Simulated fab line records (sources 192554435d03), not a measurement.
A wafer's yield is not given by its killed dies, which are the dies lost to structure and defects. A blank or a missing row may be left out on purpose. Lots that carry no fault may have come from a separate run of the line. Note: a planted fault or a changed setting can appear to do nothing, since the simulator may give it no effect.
Lot-split experiment || flow n5 finfet || 39 wafers read from 7 lots, route of 1938 steps

== ON THE SPLIT ==
At N5_ILD0_PRECLEAN_10 (cleans in NF3:NH3, afs cycles 5, time 20 s, sublimation time 60 s), the setting time s was moved away from the recipe's 20 s on 12 of the 39 wafers read, by -55.5% to +42.1%. All remaining wafers had this setting at the recipe value.

Reading taken at the split's own step.

== THE READING ==
SiO2_flowable_of_ILD0_FCVD_FILL_01.thk nm (the simulator's own value, which no gauge read), in nm, at N5_ILD0_PRECLEAN_10 (cleans in NF3:NH3, afs cycles 5, time 20 s, sublimation time 60 s). No usual value for it is given in the file. Average 119.8 nm, standard deviation 0.58 nm, over the 27 wafers here run with the recipe.

{"wafer": "L074.1", "tool, chamber at the split": "remote plasma-01, 0", "time s as run, s": 8.89, "against the recipe": "-55.5%", "SiO2_flowable_of_ILD0_FCVD_FILL_01.thk nm, nm": 129.4, "against lot-mates on the recipe": "+9.1"}
{"wafer": "L074.3", "tool, chamber at the split": "remote plasma-01, 0", "time s as run, s": 8.89, "against the recipe": "-55.5%", "SiO2_flowable_of_ILD0_FCVD_FILL_01.thk nm, nm": 129.4, "against lot-mates on the recipe": "+9.1"}
{"wafer": "L074.4", "tool, chamber at the split": "remote plasma-01, 0", "time s as run, s": 8.89, "against the recipe": "-55.5%", "SiO2_flowable_of_ILD0_FCVD_FILL_01.thk nm, nm": 129.4, "against lot-mates on the recipe": "+9.1"}
{"wafer": "L074.2", "tool, chamber at the split": "remote plasma-01, 0", "time s as run, s": 20, "against the recipe": "recipe", "SiO2_flowable_of_ILD0_FCVD_FILL_01.thk nm, nm": 120, "against lot-mates on the recipe": "-"}
{"wafer": "L074.5", "tool, chamber at the split": "remote plasma-01, 0", "time s as run, s": 20, "against the recipe": "recipe", "SiO2_flowable_of_ILD0_FCVD_FILL_01.thk nm, nm": 120.6, "against lot-mates on the recipe": "-"}
{"wafer": "L074.6", "tool, chamber at the split": "remote plasma-01, 0", "time s as run, s": 20, "against the recipe": "recipe", "SiO2_flowable_of_ILD0_FCVD_FILL_01.thk nm, nm": 120.4, "against lot-mates on the recipe": "-"}
{"wafer": "L077.1", "tool, chamber at the split": "remote plasma-02, 1", "time s as run, s": 20, "against the recipe": "recipe", "SiO2_flowable_of_ILD0_FCVD_FILL_01.thk nm, nm": 119, "against lot-mates on the recipe": "-"}
{"wafer": "L077.5", "tool, chamber at the split": "remote plasma-02, 1", "time s as run, s": 20, "against the recipe": "recipe", "SiO2_flowable_of_ILD0_FCVD_FILL_01.thk nm, nm": 120, "against lot-mates on the recipe": "-"}
{"wafer": "L077.6", "tool, chamber at the split": "remote plasma-02, 1", "time s as run, s": 20, "against the recipe": "recipe", "SiO2_flowable_of_ILD0_FCVD_FILL_01.thk nm, nm": 119.4, "against lot-mates on the recipe": "-"}
{"wafer": "L081.1", "tool, chamber at the split": "remote plasma-01, 0", "time s as run, s": 20, "against the recipe": "recipe", "SiO2_flowable_of_ILD0_FCVD_FILL_01.thk nm, nm": 119.4, "against lot-mates on the recipe": "-"}
{"wafer": "L081.6", "tool, chamber at the split": "remote plasma-01, 0", "time s as run, s": 20, "against the recipe": "recipe", "SiO2_flowable_of_ILD0_FCVD_FILL_01.thk nm, nm": 119.4, "against lot-mates on the recipe": "-"}
{"wafer": "L081.2", "tool, chamber at the split": "remote plasma-01, 0", "time s as run, s": 20, "against the recipe": "recipe", "SiO2_flowable_of_ILD0_FCVD_FILL_01.thk nm, nm": 119.2, "against lot-mates on the recipe": "-"}
{"wafer": "L081.3", "tool, chamber at the split": "remote plasma-01, 0", "time s as run, s": 20, "against the recipe": "recipe", "SiO2_flowable_of_ILD0_FCVD_FILL_01.thk nm, nm": 119.6, "against lot-mates on the recipe": "-"}
{"wafer": "L081.4", "tool, chamber at the split": "remote plasma-01, 0", "time s as run, s": 20, "against the recipe": "recipe", "SiO2_flowable_of_ILD0_FCVD_FILL_01.thk nm, nm": 118.8, "against lot-mates on the recipe": "-"}
{"wafer": "L081.5", "tool, chamber at the split": "remote plasma-01, 0", "time s as run, s": 20, "against the recipe": "recipe", "SiO2_flowable_of_ILD0_FCVD_FILL_01.thk nm, nm": 119, "against lot-mates on the recipe": "-"}
{"wafer": "L083.1", "tool, chamber at the split": "remote plasma-01, 0", "time s as run, s": 9.793, "against the recipe": "-51.0%", "SiO2_flowable_of_ILD0_FCVD_FILL_01.thk nm, nm": 130.2, "against lot-mates on the recipe": "+9.9"}
{"wafer": "L083.2", "tool, chamber at the split": "remote plasma-01, 0", "time s as run, s": 20, "against the recipe": "recipe", "SiO2_flowable_of_ILD0_FCVD_FILL_01.thk nm, nm": 120.8, "against lot-mates on the recipe": "-"}
{"wafer": "L083.3", "tool, chamber at the split": "remote plasma-01, 0", "time s as run, s": 20, "against the recipe": "recipe", "SiO2_flowable_of_ILD0_FCVD_FILL_01.thk nm, nm": 120.4, "against lot-mates on the recipe": "-"}
{"wafer": "L083.4", "tool, chamber at the split": "remote plasma-01, 0", "time s as run, s": 20, "against the recipe": "recipe", "SiO2_flowable_of_ILD0_FCVD_FILL_01.thk nm, nm": 119.6, "against lot-mates on the recipe": "-"}
{"wafer": "L083.5", "tool, chamber at the split": "remote plasma-01, 0", "time s as run, s": 9.793, "against the recipe": "-51.0%", "SiO2_flowable_of_ILD0_FCVD_FILL_01.thk nm, nm": 128, "against lot-mates on the recipe": "+7.7"}
{"wafer": "L083.6", "tool, chamber at the split": "remote plasma-01, 0", "time s as run, s": 9.793, "against the recipe": "-51.0%", "SiO2_flowable_of_ILD0_FCVD_FILL_01.thk nm, nm": 128, "against lot-mates on the recipe": "+7.7"}
{"wafer": "L086.1", "tool, chamber at the split": "remote plasma-02, 1", "time s as run, s": 20, "against the recipe": "recipe", "SiO2_flowable_of_ILD0_FCVD_FILL_01.thk nm, nm": 119, "against lot-mates on the recipe": "-"}
{"wafer": "L086.2", "tool, chamber at the split": "remote plasma-02, 1", "time s as run, s": 20, "against the recipe": "recipe", "SiO2_flowable_of_ILD0_FCVD_FILL_01.thk nm, nm": 120.4, "against lot-mates on the recipe": "-"}
{"wafer": "L086.3", "tool, chamber at the split": "remote plasma-02, 1", "time s as run, s": 20, "against the recipe": "recipe", "SiO2_flowable_of_ILD0_FCVD_FILL_01.thk nm, nm": 119.8, "against lot-mates on the recipe": "-"}
{"wafer": "L086.5", "tool, chamber at the split": "remote plasma-02, 1", "time s as run, s": 20, "against the recipe": "recipe", "SiO2_flowable_of_ILD0_FCVD_FILL_01.thk nm, nm": 119.8, "against lot-mates on the recipe": "-"}
{"wafer": "L086.4", "tool, chamber at the split": "remote plasma-02, 1", "time s as run, s": 20, "against the recipe": "recipe", "SiO2_flowable_of_ILD0_FCVD_FILL_01.thk nm, nm": 120.2, "against lot-mates on the recipe": "-"}
{"wafer": "L086.6", "tool, chamber at the split": "remote plasma-02, 1", "time s as run, s": 20, "against the recipe": "recipe", "SiO2_flowable_of_ILD0_FCVD_FILL_01.thk nm, nm": 119.2, "against lot-mates on the recipe": "-"}
{"wafer": "L094.1", "tool, chamber at the split": "remote plasma-01, 0", "time s as run, s": 28.41, "against the recipe": "+42.1%", "SiO2_flowable_of_ILD0_FCVD_FILL_01.thk nm, nm": 113.4, "against lot-mates on the recipe": -7.1}
{"wafer": "L094.2", "tool, chamber at the split": "remote plasma-01, 0", "time s as run, s": 28.41, "against the recipe": "+42.1%", "SiO2_flowable_of_ILD0_FCVD_FILL_01.thk nm, nm": 114.6, "against lot-mates on the recipe": -5.9}
{"wafer": "L094.3", "tool, chamber at the split": "remote plasma-01, 0", "time s as run, s": 28.41, "against the recipe": "+42.1%", "SiO2_flowable_of_ILD0_FCVD_FILL_01.thk nm, nm": 114.6, "against lot-mates on the recipe": -5.9}
{"wafer": "L094.4", "tool, chamber at the split": "remote plasma-01, 0", "time s as run, s": 20, "against the recipe": "recipe", "SiO2_flowable_of_ILD0_FCVD_FILL_01.thk nm, nm": 120.6, "against lot-mates on the recipe": "-"}
{"wafer": "L094.5", "tool, chamber at the split": "remote plasma-01, 0", "time s as run, s": 20, "against the recipe": "recipe", "SiO2_flowable_of_ILD0_FCVD_FILL_01.thk nm, nm": 120.6, "against lot-mates on the recipe": "-"}
{"wafer": "L094.6", "tool, chamber at the split": "remote plasma-01, 0", "time s as run, s": 20, "against the recipe": "recipe", "SiO2_flowable_of_ILD0_FCVD_FILL_01.thk nm, nm": 120.2, "against lot-mates on the recipe": "-"}
{"wafer": "L097.1", "tool, chamber at the split": "remote plasma-01, 1", "time s as run, s": 24.84, "against the recipe": "+24.2%", "SiO2_flowable_of_ILD0_FCVD_FILL_01.thk nm, nm": 115, "against lot-mates on the recipe": -4.5}
{"wafer": "L097.2", "tool, chamber at the split": "remote plasma-01, 1", "time s as run, s": 24.84, "against the recipe": "+24.2%", "SiO2_flowable_of_ILD0_FCVD_FILL_01.thk nm, nm": 115.6, "against lot-mates on the recipe": -3.9}
{"wafer": "L097.3", "tool, chamber at the split": "remote plasma-01, 1", "time s as run, s": 20, "against the recipe": "recipe", "SiO2_flowable_of_ILD0_FCVD_FILL_01.thk nm, nm": 119.4, "against lot-mates on the recipe": "-"}
{"wafer": "L097.5", "tool, chamber at the split": "remote plasma-01, 1", "time s as run, s": 20, "against the recipe": "recipe", "SiO2_flowable_of_ILD0_FCVD_FILL_01.thk nm, nm": 119.4, "against lot-mates on the recipe": "-"}
{"wafer": "L097.4", "tool, chamber at the split": "remote plasma-01, 1", "time s as run, s": 20, "against the recipe": "recipe", "SiO2_flowable_of_ILD0_FCVD_FILL_01.thk nm, nm": 119.6, "against lot-mates on the recipe": "-"}
{"wafer": "L097.6", "tool, chamber at the split": "remote plasma-01, 1", "time s as run, s": 24.84, "against the recipe": "+24.2%", "SiO2_flowable_of_ILD0_FCVD_FILL_01.thk nm, nm": 115.8, "against lot-mates on the recipe": -3.7}

THE FIT
A straight line over all 39 wafers: SiO2_flowable_of_ILD0_FCVD_FILL_01.thk nm changes by -0.165 nm for each +1% of time s; r = -0.98; the points scatter about the line by 0.73 nm.
The same after taking each lot's own level away (the mean of its wafers on the recipe; 39 wafers): -0.161 nm for each +1%; r = -0.99; scatter 0.49 nm.
On that fit, the largest move of time s shifts the reading by 8.9 nm.
From 119.23 to 120.47 nm: that is the span of the lots' own levels, equal to 2.1 times the standard deviation above.
Hence the lot-to-lot level has little effect on the slope; both slopes agree.
Check: +8.98 nm against its lot-mates is what the line predicts for one of the wafers moved furthest among these (-55.5%) when that wafer is left out of the fit. It came out at +9.07 nm against them.

== FURTHER SPLITS ON THESE WAFERS ==
Before the reading, these wafers also passed through other splits. Each is held against what the fit with the lots' levels taken away leaves over:
{"other split on the same wafers": "N5_STI_FIN_REVEAL_ETCHBACK_08 target depth a", "wafers away from the commonest value": 12, "r with SiO2_flowable_of_ILD0_FCVD_FILL_01.thk nm (lot level and that fit taken away)": "+0.23"}

== THE FILE'S OWN FIT ==
SiO2_flowable_of_ILD0_FCVD_FILL_01.thk nm changes by -0.161 nm for each +1% of time s, r = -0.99.
